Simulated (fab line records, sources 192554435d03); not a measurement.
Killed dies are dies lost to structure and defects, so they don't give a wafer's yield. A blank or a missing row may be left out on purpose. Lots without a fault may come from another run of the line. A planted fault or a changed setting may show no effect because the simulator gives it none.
Chamber matching | flow n5_finfet | N5_BEOL_M0_DEP_125 on pecvd-02: 3 sister chambers
The step deposits SiCN from 3MS/NH3, target thk 8 nm, time 14 s. 3 wafers are shown with their chamber, then 12 later ones without.

WAFERS WITH THEIR CHAMBER
wafer  | chamber | throttle_valve_pct (%)
L088.1 | 2       | 9.4
L088.2 | 0       | 10.0
L088.3 | 1       | 8.5

WAFERS WITHOUT THEIR CHAMBER
wafer  | throttle_valve_pct (%)
L090.2 | 9.3
L090.3 | 9.7
L090.6 | 8.2
L092.2 | 9.8
L092.3 | 8.5
L092.4 | 9.4
L094.1 | 9.7
L094.5 | 9.5
L094.6 | 8.5
L097.2 | 9.8
L097.4 | 9.3
L097.5 | 8.6

WHICH CHAMBER EACH WENT THROUGH
wafer  | from the rows above     | in truth
L090.2 | 2                       | 2
L090.3 | can't be placed: 2 or 0 | 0
L090.6 | 1                       | 1
L092.2 | can't be placed: 0 or 2 | 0
L092.3 | 1                       | 1
L092.4 | 2                       | 2
L094.1 | can't be placed: 2 or 0 | 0
L094.5 | 2                       | 2
L094.6 | 1                       | 1
L097.2 | can't be placed: 0 or 2 | 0
L097.4 | 2                       | 2
L097.5 | 1                       | 1
Placed correctly: 8 of 12. Can't be placed from these rows: 4 (the true chamber is among the candidates in 4). Placed wrongly: 0.
How it was worked out, from the rows above alone: a wafer's distance from a chamber is the root of the sum, over the readings, of the square of ((its reading less the chamber's mean) divided by the reading's scatter). The wafer belongs to the nearest chamber; if the next one is less than 2 further off, it can't be placed. A chamber's mean is the mean of its shown wafers. The scatter: with one shown wafer a chamber, the root of the mean of the squares of how far each hidden wafer lies from its nearest shown one.
